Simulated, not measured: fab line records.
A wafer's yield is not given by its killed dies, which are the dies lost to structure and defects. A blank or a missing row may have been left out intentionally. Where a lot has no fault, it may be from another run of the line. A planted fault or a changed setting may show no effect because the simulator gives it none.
Which of the tools did it? -- flow nandHarc -- 6 lots with 18 wafers sampled at 5 steps, on a route of 1159 steps

WHAT THE GAUGES SHOWED, per wafer
NHARC_END_SORT_01.
lot,measured,on,killedAtArray
L866,day 21 11:05,prober-01,48 650 633

EACH LOT AND THE TOOL THAT RAN IT (in order: tool; ch and the chambers of the sampled wafers; start)
lot,NHARC_A_STAIRCASE_TRIM_22,NHARC_A_STAIRCASE_STRIP_175,NHARC_A_STAIRCASE_ETCH_190,NHARC_A_STAIRCASE_ETCH_199
L861,"rieDiel-07 ch 1,2,3, day 11 12:14 or earlier","plasmaAsher-01 ch 0,1, day 11 12:14","rieDiel-07 ch 0,2,3, day 11 14:17","rieDiel-08 ch 0,1, no start"
L862,"rieDiel-02 ch 1,3, day 12 06:35 or earlier","plasmaAsher-02 ch 1, day 12 06:35","rieDiel-02 ch 0,3, day 12 08:46","rieDiel-07 ch 0,2, no start"
L866,"rieDiel-02 ch 0,1,3, day 12 21:07 or earlier","plasmaAsher-02 ch 0,1, day 12 21:07","rieDiel-08 ch 0,3, day 12 23:08","rieDiel-02 ch 0,1, day 21 11:05 or earlier"
L874,"rieDiel-07 ch 1,2,3, day 14 16:36 or earlier","plasmaAsher-02 ch 1, day 14 16:36","rieDiel-07 ch 0,2,3, day 14 18:48","rieDiel-07 ch 0,1,2, no start"
L878,"rieDiel-08 ch 2,3, day 15 21:40 or earlier","plasmaAsher-01 ch 0,1, day 15 21:40","rieDiel-02 ch 0,1, day 15 23:31","rieDiel-08 ch 0,1,3, no start"
L881,"rieDiel-02 ch 0,1,2, day 16 01:59 or earlier","plasmaAsher-01 ch 0, day 16 01:59","rieDiel-07 ch 1,2,3, day 16 04:10","rieDiel-02 ch 1,3, no start"
- NHARC_A_STAIRCASE_TRIM_22: chemistry O2, time 211.2 s.
- NHARC_A_STAIRCASE_STRIP_175: strips in O2.
- NHARC_A_STAIRCASE_ETCH_190: etches the open film in C4F8/O2, target depth 100 nm, time 40.5 s.
- NHARC_A_STAIRCASE_ETCH_199: etches the open film in C4F8/O2, target depth 100 nm, time 40.5 s.

THE ANSWER, worked out from the rows above alone
Rule: the lots themselves supply what counts as usual. The widest of any qualifying gaps counts: lots, ordered by their means at a reading, are off when they make up no more than a third of the lots, leave a main group of 4 or more, and stand apart from it by 3 or more times the standard deviation of that group's means. If all means in a main group match to the digits the tables above print for the reading, that group is not used. A lot without any number at a reading at which 4 lots or more have one is off too. Where the step has rows for the other lots, those lots are counted as sound.
No lot is off at any reading shown: from this, nothing can be told.

WHAT WAS PUT IN BY THE SIMULATOR
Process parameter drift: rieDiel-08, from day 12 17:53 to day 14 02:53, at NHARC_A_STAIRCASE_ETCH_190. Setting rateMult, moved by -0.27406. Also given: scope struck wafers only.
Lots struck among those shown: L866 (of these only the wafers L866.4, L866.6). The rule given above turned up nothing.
